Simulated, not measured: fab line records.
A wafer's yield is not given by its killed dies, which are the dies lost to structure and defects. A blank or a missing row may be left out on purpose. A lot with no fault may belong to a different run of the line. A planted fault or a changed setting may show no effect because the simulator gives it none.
fab line records ; flow nand_harc
[record] lots = 14; wafers = 42; last_day = 24
route steps=1159 shown P_STI@92 P_GATE@121
lots untouched by any fault: they come from a run of this same line in which no faults occurred
start_h: start of the lot's first displayed wafer, in hours after the record's first day ; wait_h: hours from the lot's prior step to this one ; " same as the row above ; L1.1+2: one row covering several wafers at once ; - no value present, or no start provided ; * or withheld: withheld ; < > ~ a bound
route shown NAME@n: names a module that has steps shown in the file, with the first one's number in the route ; usual: mean/standard deviation taken from wafers without a fault ; same: alike in all rows ; chamber/n: place in a boat ; sites: the reading at each site ; _std_site: the values' standard deviation ; _edge_site: inner sites' mean taken away from outer sites' mean ; radius_mm: for every site, how far away it sits from the centre of the wafer ; mask NAME#n: copy n ; behind: the last tool/chamber to shape the wafer ; hold: the reason the lot was held/the length of the hold in hours/how it ended ; device: names the non-switching transistor (n, p or np) ; end of line: at the end of the route, the tests of the same wafers ; a step without rows: its recipe alone ; killed: dies lost to structure and defects at the first sort, not the wafer's yield ; map: the dies of a wafer, with x for killed, . for not killed, _ for no die there
set.NAME: the setting that was run; set.NAME@STEP: the one run at that earlier step ; model.NAME: the simulator's own value behind a step, which no gauge read
one table for each step of the route and one row for each wafer, over a sample of lots
services: when a tool's chamber went out of use (start_h, in hours from the record's first day, below 0 if earlier), for how many hours, and the reason
[[steps]]
[step NHARC_P_STI_OCD_MEAS_17]
[usual] trench_depth_nm = 302/5; trench_foot_cd_nm = 158.4/2.3
lot.wafer;tool;chamber;start_h;wait_h;trench_depth_nm;trench_foot_cd_nm
L755.2;ocd-02;-;56.82;0.1;301;156.4
L755.3;ocd-02;-;56.82;0.1;303;159.5
L755.4;ocd-02;-;56.82;0.1;304;159.2
L757.1;ocd-01;-;66.95;0.1;305;158.6
L757.4;ocd-01;-;66.95;0.1;311;158.0
L757.5;ocd-01;-;66.95;0.1;313;158.9
L758.3;ocd-01;-;71.43;0.1;302;156.3
L758.5;ocd-01;-;71.43;0.1;301;161.3
L758.6;ocd-01;-;71.43;0.1;306;156.9
L759.3;ocd-01;-;79.34;0.1;307;157.9
L759.4;ocd-01;-;79.34;0.1;310;157.8
L759.6;ocd-01;-;79.34;0.1;304;159.8
L760.2;ocd-02;-;88.23;0.1;301;160.6
L760.3;ocd-02;-;88.23;0.1;305;157.6
L760.6;ocd-02;-;88.23;0.1;302;158.3
L761.1;ocd-01;-;88.39;0.1;294;160.4
L761.2;ocd-01;-;88.39;0.1;296;160.4
L761.5;ocd-01;-;88.39;0.1;292;161.1
L762.1;ocd-01;-;98.40;0.1;299;161.6
L762.2;ocd-01;-;98.40;0.1;296;159.0
L762.5;ocd-01;-;98.40;0.1;301;159.9
L763.1;ocd-02;-;104.11;0.1;293;159.3
L763.3;ocd-02;-;104.11;0.1;304;153.0
L763.4;ocd-02;-;104.11;0.1;303;158.4
L764.2;ocd-01;-;112.96;0.1;300;155.3
L764.3;ocd-01;-;112.96;0.1;298;158.1
L764.4;ocd-01;-;112.96;0.1;298;158.3
L769.3;ocd-01;-;137.77;0.1;304;162.1
L769.4;ocd-01;-;137.77;0.1;306;158.5
L769.6;ocd-01;-;137.77;0.1;301;156.9
L770.2;ocd-02;-;145.72;0.1;307;160.6
L770.4;ocd-02;-;145.72;0.1;296;162.5
L770.5;ocd-02;-;145.72;0.1;293;159.3
L771.2;ocd-01;-;149.77;0.1;299;157.2
L771.3;ocd-01;-;149.77;0.1;303;160.7
L771.5;ocd-01;-;149.77;0.1;299;158.4
L774.1;ocd-02;-;169.97;0.1;306;159.8
L774.4;ocd-02;-;169.97;0.1;301;157.9
L774.6;ocd-02;-;169.97;0.1;297;160.4
L775.1;ocd-01;-;173.58;0.1;299;157.7
L775.4;ocd-01;-;173.58;0.1;302;162.0
L775.6;ocd-01;-;173.58;0.1;295;159.5
[step NHARC_P_STI_INSPECT_25]
[usual] raw_defect_count = 243/94
lot.wafer;tool;chamber;start_h;wait_h;raw_defect_count
L755.2;defect_inspect-01;-;86.47;0.4;165
L755.3;defect_inspect-01;-;86.47;0.4;159
L755.4;defect_inspect-01;-;86.47;0.4;223
L757.1;defect_inspect-01;-;93.93;0.4;170
L757.4;defect_inspect-01;-;93.93;0.4;161
L757.5;defect_inspect-01;-;93.93;0.4;132
L758.3;defect_inspect-02;-;101.74;0.4;261
L758.5;defect_inspect-02;-;101.74;0.4;354
L758.6;defect_inspect-02;-;101.74;0.4;420
L760.2;defect_inspect-02;-;117.49;0.4;220
L760.3;defect_inspect-02;-;117.49;0.4;122
L760.6;defect_inspect-02;-;117.49;0.4;105
L759.3;defect_inspect-01;-;117.49;0.4;176
L759.4;defect_inspect-01;-;117.49;0.4;114
L759.6;defect_inspect-01;-;117.49;0.4;201
L761.1;defect_inspect-02;-;117.49;0.4;264
L761.2;defect_inspect-02;-;117.49;0.4;339
L761.5;defect_inspect-02;-;117.49;0.4;261
L762.1;defect_inspect-02;-;136.92;0.4;170
L762.2;defect_inspect-02;-;136.92;0.4;197
L762.5;defect_inspect-02;-;136.92;0.4;202
L764.2;defect_inspect-02;-;141.74;0.4;172
L764.3;defect_inspect-02;-;141.74;0.4;249
L764.4;defect_inspect-02;-;141.74;0.4;172
L763.1;defect_inspect-01;-;141.76;0.4;255
L763.3;defect_inspect-01;-;141.76;0.4;231
L763.4;defect_inspect-01;-;141.76;0.4;388
L769.3;defect_inspect-02;-;166.58;0.4;209
L769.4;defect_inspect-02;-;166.58;0.4;297
L769.6;defect_inspect-02;-;166.58;0.4;213
L770.2;defect_inspect-02;-;172.36;0.4;221
L770.4;defect_inspect-02;-;172.36;0.4;167
L770.5;defect_inspect-02;-;172.36;0.4;150
L771.2;defect_inspect-01;-;181.00;0.4;253
L771.3;defect_inspect-01;-;181.00;0.4;286
L771.5;defect_inspect-01;-;181.00;0.4;157
L775.1;defect_inspect-02;-;204.95;0.4;335
L775.4;defect_inspect-02;-;204.95;0.4;392
L775.6;defect_inspect-02;-;204.95;0.4;508
L774.1;defect_inspect-02;-;204.96;0.4;397
L774.4;defect_inspect-02;-;204.96;0.4;187
L774.6;defect_inspect-02;-;204.96;0.4;381
[step NHARC_P_GATE_DEVELOP_10]
[recipe] time_s = 70
[usual] chill_plate_temp_C = 22.99/0.1; exhaust_pa = 45.1/0.87; time_s = 70/0
lot.wafer;tool;chamber;start_h;wait_h;chill_plate_temp_C;exhaust_pa;time_s
L755.2;litho_track-03;0;94;-;22.99;44.5;70
L755.3;litho_track-03;0;94;-;23.10;46.1;70
L755.4;litho_track-03;0;94;-;22.88;44.9;70
L757.1;litho_track-07;0;101;-;22.83;46.2;70
L757.4;litho_track-07;0;101;-;22.89;42.8;70
L757.5;litho_track-07;0;101;-;22.97;44.2;70
L758.3;litho_track-05;0;109;-;22.94;44.9;70
L758.5;litho_track-05;0;109;-;23.03;45.3;70
L758.6;litho_track-05;0;109;-;22.95;44.9;70
L760.2;litho_track-05;0;125;-;23.08;45.0;70
L760.3;litho_track-05;0;125;-;22.81;46.2;70
L760.6;litho_track-05;0;125;-;22.97;45.8;70
L761.1;litho_track-03;0;125;-;22.98;46.0;70
L761.2;litho_track-03;0;125;-;22.91;45.0;70
L761.5;litho_track-03;0;125;-;23.00;45.8;70
L759.3;litho_track-07;0;125;-;23.00;44.9;70
L759.4;litho_track-07;0;125;-;22.83;42.6;70
L759.6;litho_track-07;0;125;-;23.07;43.0;70
L762.1;litho_track-05;-;145;-;-;-;-
L762.2;litho_track-05;-;145;-;-;-;-
L762.5;litho_track-05;-;145;-;-;-;-
L764.2;litho_track-05;-;149;-;-;-;-
L764.3;litho_track-05;-;149;-;-;-;-
L764.4;litho_track-05;-;149;-;-;-;-
L763.1;litho_track-03;0;149;-;23.02;44.7;70
L763.3;litho_track-03;0;149;-;22.94;45.2;70
L763.4;litho_track-03;0;149;-;22.85;44.0;70
L769.3;litho_track-03;0;174;-;22.87;45.0;70
L769.4;litho_track-03;0;174;-;23.09;44.1;70
L769.6;litho_track-03;0;174;-;23.07;46.3;70
L770.2;litho_track-05;0;180;-;23.07;44.8;70
L770.4;litho_track-05;0;180;-;23.09;44.9;70
L770.5;litho_track-05;0;180;-;23.00;44.2;70
L771.2;litho_track-03;0;189;-;22.95;45.3;70
L771.3;litho_track-03;0;189;-;22.83;43.8;70
L771.5;litho_track-03;0;189;-;22.96;43.6;70
L775.1;litho_track-07;0;212;-;22.98;44.5;70
L775.4;litho_track-07;0;212;-;23.13;44.0;70
L775.6;litho_track-07;0;212;-;22.98;45.7;70
L774.1;litho_track-05;0;213;-;23.25;45.1;70
L774.4;litho_track-05;0;213;-;23.04;44.8;70
L774.6;litho_track-05;0;213;-;23.17;44.7;70
[step NHARC_P_GATE_HM_DEP_102]
[recipe] target_thk_a = 1200; temp_c = 400; material = aC
[usual] throttle_valve_pct = 35.000/0.0088
lot.wafer;tool;chamber;start_h;wait_h;throttle_valve_pct
L755.2;acl_dep-03;0;108.61;1.7;34.995
L755.3;acl_dep-03;0;108.61;1.7;35.014
L755.4;acl_dep-03;0;108.61;1.7;35.011
L757.1;acl_dep-03;0;114.89;0.7;34.991
L757.4;acl_dep-03;0;114.89;0.7;35.007
L757.5;acl_dep-03;0;114.89;0.7;35.003
L758.3;acl_dep-02;0;124.75;2.3;34.991
L758.5;acl_dep-02;0;124.75;2.3;35.003
L758.6;acl_dep-02;0;124.75;2.3;35.012
L759.3;acl_dep-01;0;139.40;1.9;34.993
L759.4;acl_dep-01;0;139.40;1.9;34.998
L759.6;acl_dep-01;0;139.40;1.9;35.006
L761.1;acl_dep-01;0;139.83;2.4;34.998
L761.2;acl_dep-01;0;139.83;2.4;35.001
L761.5;acl_dep-01;0;139.83;2.4;35.002
L760.2;acl_dep-02;0;140.13;2.7;35.018
L760.3;acl_dep-02;0;140.13;2.7;34.995
L760.6;acl_dep-02;0;140.13;2.7;34.996
L762.1;acl_dep-02;0;158.42;1.0;35.015
L762.2;acl_dep-02;0;158.42;1.0;35.001
L762.5;acl_dep-02;0;158.42;1.0;35.008
L764.2;acl_dep-01;0;163.51;1.5;34.989
L764.3;acl_dep-01;0;163.51;1.5;34.996
L764.4;acl_dep-01;0;163.51;1.5;35.017
L763.1;acl_dep-03;0;163.54;1.5;34.985
L763.3;acl_dep-03;0;163.54;1.5;34.996
L763.4;acl_dep-03;0;163.54;1.5;34.986
L769.3;acl_dep-03;0;188.22;1.6;35.011
L769.4;acl_dep-03;0;188.22;1.6;34.999
L769.6;acl_dep-03;0;188.22;1.6;35.007
L770.2;acl_dep-02;0;193.40;1.3;34.986
L770.4;acl_dep-02;0;193.40;1.3;35.006
L770.5;acl_dep-02;0;193.40;1.3;34.998
L771.2;acl_dep-01;0;202.56;0.9;35.012
L771.3;acl_dep-01;0;202.56;0.9;34.997
L771.5;acl_dep-01;0;202.56;0.9;35.006
L774.1;acl_dep-02;0;225.17;0.4;35.005
L774.4;acl_dep-02;0;225.17;0.4;34.996
L774.6;acl_dep-02;0;225.17;0.4;35.004
L775.1;acl_dep-01;0;225.80;1.0;34.992
L775.4;acl_dep-01;0;225.80;1.0;35.000
L775.6;acl_dep-01;0;225.80;1.0;35.010
[[services]]
tool;chamber;start_h;hours;kind
acl_dep-01;-;114.03;13.0;pm
acl_dep-02;-;134.49;3.6;repair
acl_dep-02;-;168.43;13.0;pm
litho_track-07;-;189.00;7.0;pm
litho_track-03;-;213.00;7.0;pm
acl_dep-03;-;223.42;13.0;pm
[[key]]
[first_sign] step = NHARC_P_GATE_DEVELOP_10; reading = tool_record; direction = missing
effect none on later readings
met_at NHARC_P_GATE_DEVELOP_10
struck_lots L762,L764
later_rows_left_out L762.1,L762.2,L762.5,L764.2,L764.3,L764.4
sort_left_out L762.1,L762.2,L762.5,L764.2,L764.3,L764.4
tester_left_out L762,L764
not_acting_at NHARC_P_STI_OCD_MEAS_17,NHARC_P_STI_INSPECT_25,NHARC_P_GATE_HM_DEP_102
onset_between 125 145
[fault] kind = skipped_step_whole; tool = litho_track-05; chamber = -; onset_h = 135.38; steps = NHARC_P_GATE_DEVELOP_10; scope = struck_lots_only
// tester_left_out: of these lots the tester's yield and bins aren't shown, on N5 and GAA mostly nor the transistor test; their killed dies are dies lost to structure and defects alone, not to doping, threshold or leakage, so they don't give the yield
// sort_left_out: the simulated sort isn't trusted on such a fault, so these wafers' sort isn't shown, and their yield isn't known
// later_rows_left_out: the simulator's readings of these wafers behind a module that went badly wrong aren't trusted and aren't shown, but for the sort
